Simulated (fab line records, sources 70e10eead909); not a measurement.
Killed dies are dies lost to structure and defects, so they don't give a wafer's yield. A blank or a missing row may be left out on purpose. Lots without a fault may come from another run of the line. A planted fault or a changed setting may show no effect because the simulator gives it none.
fab line records | flow nand_harc
record lots=6 wafers=18 last_day=31
route steps=1302 shown A_CHANNEL_FILL_D2@615 END@1302
lots that met no fault: from a run of the same line without faults
start_h: hours from the record's first day to the start of the lot's first wafer shown | wait_h: hours since the lot's step before | " the same as in the row above | L1.1+2: a row that stands for several wafers | - no value, or no start given | * or withheld: withheld | < > ~ a bound
route shown NAME@n: a module of which the file shows steps, and the number in the route of the first | usual: mean/standard deviation of fault-free wafers | same: alike in all rows | chamber/n: place in a boat | sites: the reading at each site | _std_site: their standard deviation | _edge_site: outer sites' mean less inner sites' | radius_mm: how far each site lies from the wafer's centre | mask NAME#n: copy n | behind: the tool/chamber that last shaped the wafer | hold: why the lot was held/for how many hours/how that ended | device: the transistor (n, p or np) that didn't switch | end of line: the same wafers' tests at the end of the route | a step without rows: its recipe alone | killed: dies lost to structure and defects at the first sort, not the wafer's yield | map: a wafer's dies, x killed, . not, _ none there
set.NAME: the setting as run; set.NAME@STEP: as run at that earlier step | model.NAME: the simulator's own value behind a step, which no gauge read
lots at some steps of the route; a table a step, a row a wafer
services: from which hour (start_h, from the record's first day; less than 0 if before it) a tool's chamber was out of use, for how many hours, and why
## steps
# step NHARC_A_CHANNEL_FILL_D2_ALD_15
# recipe target_thk_a=20 pulse_time_s=60 ald_cycles=19 temp_c=630 pressure_torr=2 material=SiNx
# usual precursor_pulse_height_rel=1.001/0.02 susceptor_temp_C=630.05/0.24
# same pulse_time_s=60
# columns lot.wafer tool chamber start_h wait_h precursor_pulse_height_rel susceptor_temp_C
L495.1 ald_sin_batch-02 0 - - 0.966 -
L495.2 " 0 " " 1.003 -
L495.6 " 0 " " 0.988 -
L497.3 ald_sin_batch-03 0 - - 0.954 630.19
L497.5 " 0 " " 1.005 630.44
L497.6 " 0 " " 0.999 630.27
L500.1 ald_sin_batch-02 0 - - 1.005 629.97
L500.5 " 0 " " 0.986 629.81
L500.6 " 0 " " 1.007 629.88
L501.1 ald_sin_batch-02 0 - - 0.989 629.97
L501.4 " 0 " " 1.008 629.81
L501.5 " 0 " " 0.984 630.21
L503.2 ald_sin_batch-01 0 - - 1.005 630.07
L503.4 " 0 " " 0.973 630.08
L503.5 " 0 " " 1.026 630.13
L510.2 ald_sin_batch-03 0 486.39 3.0 0.959 -
L510.4 " 0 " " 1.021 -
L510.6 " 0 " " 1.032 -
# step NHARC_A_CHANNEL_FILL_D2_ALD_16
# recipe target_thk_a=15 pulse_time_s=10 ald_cycles=15 temp_c=300 material=SiO2
# usual heater_power_outer_w=267/23 heater_power_w=484/47 precursor_pulse_height_rel=0.996/0.018 susceptor_temp_C=300.01/0.19
# same pulse_time_s=10
# columns lot.wafer tool chamber start_h wait_h heater_power_outer_w heater_power_w precursor_pulse_height_rel susceptor_temp_C
L495.1 ald_hk-04 3 356.50 0.0 244 426 0.998 300.02
L495.2 " 1 " " 291 531 1.010 300.01
L495.6 " 0 " " 289 527 1.024 299.88
L497.3 ald_hk-04 3 364.47 0.0 247 432 0.987 299.60
L497.6 " 3 " " 248 445 1.003 299.92
L497.5 " 0 " " 294 526 0.995 299.62
L500.1 ald_hk-04 2 388.35 0.1 289 550 0.985 300.05
L500.5 " 1 " " 290 524 0.986 299.97
L500.6 " 2 " " 282 548 1.020 300.01
L501.4 ald_hk-04 2 398.54 0.1 286 557 0.980 300.20
L501.1 " 3 " " 251 442 1.010 299.86
L501.5 " 2 " " 288 555 0.986 300.10
L503.2 ald_hk-03 3 425.88 0.0 258 446 0.978 299.99
L503.4 " 2 " " 278 526 0.981 300.12
L503.5 " 0 " " 241 454 0.951 300.20
L510.2 ald_hk-02 3 488.42 0.0 275 441 0.981 300.00
L510.4 " 0 " " 252 459 0.982 300.02
L510.6 " 3 " " 263 447 1.020 300.12
# step NHARC_A_CHANNEL_FILL_D2_ANNEAL_17
# recipe temp_c=850 time_s=1800
# step NHARC_A_CHANNEL_FILL_D2_CVD_18
# recipe target_thk_a=30 temp_c=550 material=poly-Si
# step NHARC_A_CHANNEL_FILL_D2_ETCHBACK_19
# recipe target_depth_a=50 time_s=1.7 hbr_flow_sccm=150 cl2_flow_sccm=50 rf_w=400 icp_w=400 bias_w=100 chemistry=HBr/Cl2
# usual drypump_motor_current_A=5.8/0.42 oes_product_au=1.003/0.0095 rf_fwd_power_W=390.0/1.2 throttle_valve_pct=26.406/0.0092
# columns lot.wafer tool chamber start_h wait_h drypump_motor_current_A oes_product_au rf_fwd_power_W rf_hours_counter_h throttle_valve_pct
L495.2 rie_si-04 1 368.47 0.4 5.6 1.002 390.2 0.1 26.405
L495.1 " 2 " " 5.2 1.009 390.5 0.1 26.407
L495.6 " 1 " " 5.5 0.993 390.6 - 26.409
L497.3 rie_si-06 2 375.93 0.4 5.6 1.009 388.8 0.7 26.407
L497.6 " 3 " " 5.9 1.025 391.2 - 26.405
L497.5 " 0 " " 6.2 0.998 391.9 - 26.399
L500.1 rie_si-04 3 399.99 0.4 6.2 1.018 391.4 0.2 26.404
L500.5 " 0 " " 6.2 1.005 388.8 - 26.406
L500.6 " 1 " " 5.6 1.001 393.4 - 26.408
L501.1 rie_si-06 2 410.38 0.4 5.6 0.996 390.3 0.9 26.401
L501.4 " 0 " " 6.2 1.004 393.2 1.1 26.409
L501.5 " 2 " " 5.6 1.003 390.8 - 26.413
L503.2 rie_si-06 0 438.25 0.4 6.2 1.002 390.1 0 26.398
L503.4 " 2 " " 5.6 1.007 388.2 0 26.410
L503.5 " 0 " " 6.2 1.013 390.0 - 26.400
L510.4 rie_si-06 3 500.27 0.4 5.9 0.996 389.9 0.2 26.393
L510.2 " 1 " " 6.2 0.991 389.5 0.3 26.418
L510.6 " 2 " " 5.6 1.003 388.7 - 26.413
# step NHARC_A_CHANNEL_FILL_D2_ETCHBACK_20
# recipe target_depth_a=270 time_s=13.5 c4f8_flow_sccm=withheld o2_flow_sccm=8 ar_flow_sccm=withheld rf_w=600 bias_w=1500 chemistry=C4F8/O2/Ar
# usual oes_product_au=0.990/0.024 rf_fwd_power_W=587.9/2.3 rf_vpp_V=978/5.1
# columns lot.wafer tool chamber start_h wait_h oes_product_au rf_fwd_power_W rf_hours_counter_h rf_vpp_V
L495.1 rie_diel-09 2 368.61 - 1.000 590.8 1 973
L495.2 " 3 " " 0.996 587.0 1 975
L495.6 " 2 " " 0.998 589.1 - 973
L497.3 rie_diel-09 2 376.05 - 1.004 587.3 1 974
L497.6 " 3 " " 1.011 585.5 - 977
L497.5 " 0 " " 1.003 583.1 - 979
L500.1 rie_diel-09 3 400.11 - 1.010 584.9 2 975
L500.6 " 0 " " 0.990 585.7 - 978
L500.5 " 1 " " 1.015 586.3 - 974
L501.1 rie_diel-09 2 410.50 - 0.987 590.2 2 974
L501.4 " 3 " " 0.999 589.4 2 975
L501.5 " 3 " " 1.008 585.3 - 976
L503.2 rie_diel-05 2 438.39 - 1.002 583.4 6 975
L503.4 " 3 " " 0.999 586.9 7 981
L503.5 " 2 " " 1.000 581.9 - 974
L510.4 rie_diel-11 2 500.38 - 1.000 592.1 2 988
L510.2 " 1 " " 0.995 585.5 2 985
L510.6 " 3 " " 1.002 591.4 - 975
# step NHARC_A_CHANNEL_FILL_D2_STRIP_28
# recipe time_s=20 o2_flow_sccm=500 ar_flow_sccm=0 bias_w=0 chemistry=O2
# step NHARC_A_CHANNEL_FILL_D2_PRECLEAN_21
# recipe time_s=30 chemistry=dHF
# step NHARC_A_CHANNEL_FILL_D2_SRD_23
# step NHARC_A_CHANNEL_FILL_D2_CVD_05
# recipe target_thk_a=50 temp_c=550 material=poly-Si
# step NHARC_A_CHANNEL_FILL_D2_ANNEAL_22
# recipe temp_c=620 time_s=7200
# step NHARC_A_CHANNEL_FILL_D2_ALD_25
# recipe target_thk_a=600 pulse_time_s=10 ald_cycles=600 temp_c=300 material=SiOx
# usual heater_power_outer_w=264/23 heater_power_w=483/46 precursor_pulse_height_rel=0.999/0.02 susceptor_temp_C=300.01/0.18
# same pulse_time_s=10
# columns lot.wafer tool chamber start_h wait_h heater_power_outer_w heater_power_w precursor_pulse_height_rel susceptor_temp_C
L495.1 ald_hk-04 3 382.05 0.7 249 435 0.996 300.06
L495.2 " 0 " " 293 516 0.971 300.40
L495.6 " 2 383.91 2.5 287 553 1.012 299.83
L497.3 ald_hk-03 0 389.26 1.3 239 458 0.982 300.35
L497.5 " 2 390.49 2.5 302 538 1.012 299.98
L497.6 " 3 " " 260 454 0.977 299.70
L500.1 ald_hk-04 1 416.19 1.3 260 483 0.977 289.13
L500.5 " 3 417.43 2.5 226 404 0.983 289.18
L500.6 " 0 " " 266 486 1.013 289.58
L501.4 ald_hk-04 3 422.03 0.1 224 405 1.000 289.38
L501.1 " 2 423.91 1.9 257 501 1.014 289.37
L501.5 " 0 425.17 3.2 268 485 0.994 289.12
L503.4 ald_hk-02 2 449.72 0.0 276 510 1.015 300.41
L503.2 " 0 450.95 1.3 253 465 1.011 299.98
L503.5 " 3 452.78 3.1 260 434 1.015 299.98
L510.2 ald_hk-02 0 514.99 0.1 249 470 0.979 299.87
L510.4 " 2 516.23 1.3 270 532 1.050 299.85
L510.6 " 0 517.46 2.5 254 456 0.991 299.92
# step NHARC_A_CHANNEL_FILL_D2_ETCHBACK_08
# recipe target_depth_a=2200 time_s=110 c4f8_flow_sccm=20 ar_flow_sccm=withheld rf_w=600 bias_w=300 chemistry=C4F8
# usual oes_product_au=0.97/0.035 rf_fwd_power_W=596.5/2.2 rf_vpp_V=440.6/2.5
# columns lot.wafer tool chamber start_h wait_h oes_product_au rf_fwd_power_W rf_hours_counter_h rf_vpp_V
L495.2 rie_diel-11 3 - - 0.92 596.3 4 438.5
L495.1 " 1 " " 0.94 596.2 5 441.9
L495.6 " 3 " " 0.92 595.1 - 439.1
L497.3 rie_diel-11 1 - - 0.98 599.4 5 443.3
L497.6 " 3 " " 0.98 599.2 - 439.5
L497.5 " 0 " " 0.95 597.8 - 438.9
L500.1 rie_diel-11 3 - - 1.00 597.7 4 439.2
L500.6 " 2 " " 1.00 599.1 - 445.7
L500.5 " 3 " " 1.00 596.1 - 441.2
L501.4 rie_diel-09 1 - - 0.93 594.1 3 437.9
L501.1 " 2 " " 0.93 595.3 3 440.4
L501.5 " 0 " " 0.93 592.7 - 442.3
L503.2 rie_diel-11 3 - - 1.00 595.6 0 439.6
L503.4 " 0 " " 1.00 598.8 0 439.9
L503.5 " 2 " " 1.00 596.7 - 444.2
L510.4 rie_diel-09 0 - - 0.98 594.7 0 441.8
L510.2 " 3 " " 1.00 597.9 0 440.1
L510.6 " 0 " " 0.99 592.2 - 441.1
# step NHARC_END_SORT_01
# recipe temp_c=25
# usual killed_at_array=53/18 killed_at_other=1.0/1.2 killed_at_periphery=3.6/2.4 killed_dies=58/18 killed_open=3.4/1.8 killed_short=2.3/1.5
# same gross_dies=677
# columns lot.wafer tool chamber start_h wait_h killed_at_array killed_at_other killed_at_periphery killed_dies killed_open killed_short
L495.1 prober-01 0 611.94 2.5 31 1 4 36 3 4
L495.2 prober-01 0 612.74 2.8 32 1 2 35 2 3
L495.6 prober-01 0 615.93 4.0 29 0 3 32 3 0
L500.1 prober-02 0 643.87 2.5 59 0 4 63 4 2
L500.5 prober-02 0 647.04 3.7 52 1 3 56 4 5
L500.6 prober-02 0 647.84 4.0 52 1 2 55 3 1
L501.1 prober-02 0 651.62 2.5 39 0 5 44 3 0
L501.4 prober-02 0 653.99 3.4 41 0 10 51 4 3
L501.5 prober-02 0 654.78 3.7 34 0 3 37 2 4
L510.2 prober-02 0 741.60 2.8 75 1 3 79 6 1
L510.4 prober-02 0 743.20 3.4 68 1 5 74 9 2
L510.6 prober-02 0 744.81 4.0 71 0 1 72 3 3
# killed by level:class
L495.1 A_SLIT:chamber_film_flake=16 A_CHANNEL_HOLE_D2:chamber_film_flake=5 P_GATE:chamber_film_flake=4 A_CHANNEL_FILL_D2:geometric_particle:short=2 A_STAIRCASE:chamber_film_flake=2 A_CONTACT:chamber_film_flake=2 A_ONON_D1:geometric_particle:open=1 A_WL_FILL:geometric_particle:short=1
L495.2 A_SLIT:chamber_film_flake=16 A_CHANNEL_HOLE_D1:chamber_film_flake=4 A_CHANNEL_HOLE_D2:chamber_film_flake=3 A_CHANNEL_FILL_D2:geometric_particle:short=2 A_STAIRCASE:chamber_film_flake=2 A_WL_FILL:chamber_film_flake=2 P_M0:geometric_particle:open=1 A_DECK1_JOINT:geometric_particle:open=1
L495.6 A_SLIT:chamber_film_flake=13 A_CHANNEL_HOLE_D1:chamber_film_flake=4 A_STAIRCASE:chamber_film_flake=4 P_GATE:chamber_film_flake=2 A_CHANNEL_FILL_D2:chamber_film_flake=2 P_CONTACT:geometric_particle:open=1 A_ONON_D1:geometric_particle:open=1 A_CHANNEL_FILL_D1:geometric_particle:open=1
L500.1 A_CHANNEL_HOLE_D2:chamber_film_flake=35 A_CHANNEL_HOLE_D1:chamber_film_flake=6 A_DECK1_JOINT:chamber_film_flake=4 A_CONTACT:chamber_film_flake=4 A_WL_FILL:chamber_film_flake=3 P_CONTACT:geometric_particle:open=2 A_ZERO_WELL:chamber_film_flake=2 A_SLIT:chamber_film_flake=2
L500.5 A_CHANNEL_HOLE_D2:chamber_film_flake=32 A_CONTACT:chamber_film_flake=3 A_CHANNEL_HOLE_D1:geometric_particle:short=2 P_GATE:chamber_film_flake=2 A_STAIRCASE:chamber_film_flake=2 A_WL_FILL:chamber_film_flake=2 P_BONDPAD:geometric_particle:open=1 A_CHANNEL_HOLE_D1:geometric_particle:open=1
L500.6 A_CHANNEL_HOLE_D2:chamber_film_flake=33 A_CHANNEL_HOLE_D1:chamber_film_flake=4 A_SLIT:chamber_film_flake=3 A_STAIRCASE:chamber_film_flake=3 A_CONTACT:chamber_film_flake=3 A_WL_FILL:chamber_film_flake=2 A_CHANNEL_HOLE_D1:geometric_particle:open=1 A_CHANNEL_FILL_D2:geometric_particle:open=1
L501.1 A_SLIT:chamber_film_flake=20 A_CHANNEL_HOLE_D2:chamber_film_flake=12 P_ZERO_WELL:chamber_film_flake=2 A_DECK1_JOINT:chamber_film_flake=2 A_CONTACT:chamber_film_flake=2 P_GATE:geometric_particle:open=1 A_SGD_CUT:geometric_particle:open=1 A_WL_FILL:geometric_particle:open=1
L501.4 A_SLIT:chamber_film_flake=16 A_CHANNEL_HOLE_D2:chamber_film_flake=8 A_CONTACT:chamber_film_flake=5 A_CHANNEL_HOLE_D1:chamber_film_flake=4 P_CONTACT:chamber_film_flake=3 P_M2:chamber_film_flake=3 A_DECK1_JOINT:chamber_film_flake=2 P_M0:geometric_particle:open=1
L501.5 A_SLIT:chamber_film_flake=16 A_CHANNEL_HOLE_D2:chamber_film_flake=8 A_ONON_D2:geometric_particle:short=2 P_CONTACT:chamber_film_flake=2 A_DECK1_JOINT:chamber_film_flake=2 A_ONON_D1:geometric_particle:short=1 A_WL_FILL:geometric_particle:short=1 A_M0:geometric_particle:open=1
L510.2 A_CHANNEL_HOLE_D1:chamber_film_flake=34 A_SLIT:chamber_film_flake=20 A_CONTACT:chamber_film_flake=7 A_STAIRCASE:chamber_film_flake=6 A_ONON_D1:geometric_particle:open=2 A_CHANNEL_FILL_D1:geometric_particle:open=2 P_M0:geometric_particle:open=1 A_ONON_D2:geometric_particle:open=1
L510.4 A_CHANNEL_HOLE_D1:chamber_film_flake=23 A_SLIT:chamber_film_flake=22 A_CONTACT:chamber_film_flake=6 A_STAIRCASE:chamber_film_flake=4 A_CHANNEL_FILL_D2:chamber_film_flake=3 A_CHANNEL_FILL_D1:geometric_particle:open=2 A_M0:geometric_particle:open=2 P_GATE:chamber_film_flake=2
L510.6 A_CHANNEL_HOLE_D1:chamber_film_flake=29 A_SLIT:chamber_film_flake=22 A_STAIRCASE:chamber_film_flake=5 A_CHANNEL_FILL_D2:chamber_film_flake=3 A_CONTACT:chamber_film_flake=3 A_DECK1_JOINT:chamber_film_flake=2 A_CHANNEL_FILL_D1:geometric_particle:open=1 A_ONON_D2:geometric_particle:short=1
## services
# columns tool chamber start_h hours kind
rie_si-04 - 342.00 9.0 pm
ald_hk-02 - 351.03 10.0 pm
rie_diel-11 3 380.09 4.9 repair
rie_si-04 3 384.73 7.8 repair
rie_si-06 1 401.34 7.0 repair
rie_diel-05 - 406.60 9.0 pm
rie_diel-05 1 415.69 3.3 repair
rie_diel-11 3 422.13 4.1 repair
rie_si-06 - 426.00 9.0 pm
rie_diel-11 - 432.50 9.0 pm
ald_hk-04 - 437.33 10.0 pm
ald_hk-04 0 437.33 10.0 vent_cycle
ald_hk-04 1 437.33 10.0 vent_cycle
rie_diel-09 - 438.44 0.5 repair
rie_si-06 3 462.89 8.6 repair
rie_diel-09 2 470.43 15.0 repair
rie_si-04 3 487.24 8.1 repair
rie_diel-11 3 487.34 3.1 repair
rie_si-06 2 493.04 1.5 repair
ald_hk-03 - 495.56 1.2 repair
rie_diel-09 - 497.10 9.0 pm
ald_sin_batch-01 - 508.66 26.0 pm
rie_si-04 - 511.20 0.2 repair
rie_si-04 - 519.00 9.0 pm
## key
first_sign step=NHARC_A_CHANNEL_FILL_D2_ALD_25 reading=susceptor_temp_C direction=down sigmas=60 usual=* struck=*
effect none on later readings
met_at NHARC_A_CHANNEL_FILL_D2_ALD_25
struck_wafers L500.1,L500.5,L500.6,L501.1,L501.4,L501.5
tester_left_out L500,L501
fault kind=process_parameter_drift tool=ald_hk-04 chamber=- onset_h=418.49 steps=NHARC_A_CHANNEL_FILL_D2_ALD_25 channel=temp_c offset=* shape=step end_h=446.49 acts_in=* stated=*
# tester_left_out: of these lots the tester's yield and bins aren't shown, on N5 and GAA mostly nor the transistor test; their killed dies are dies lost to structure and defects alone, not to doping, threshold or leakage, so they don't give the yield
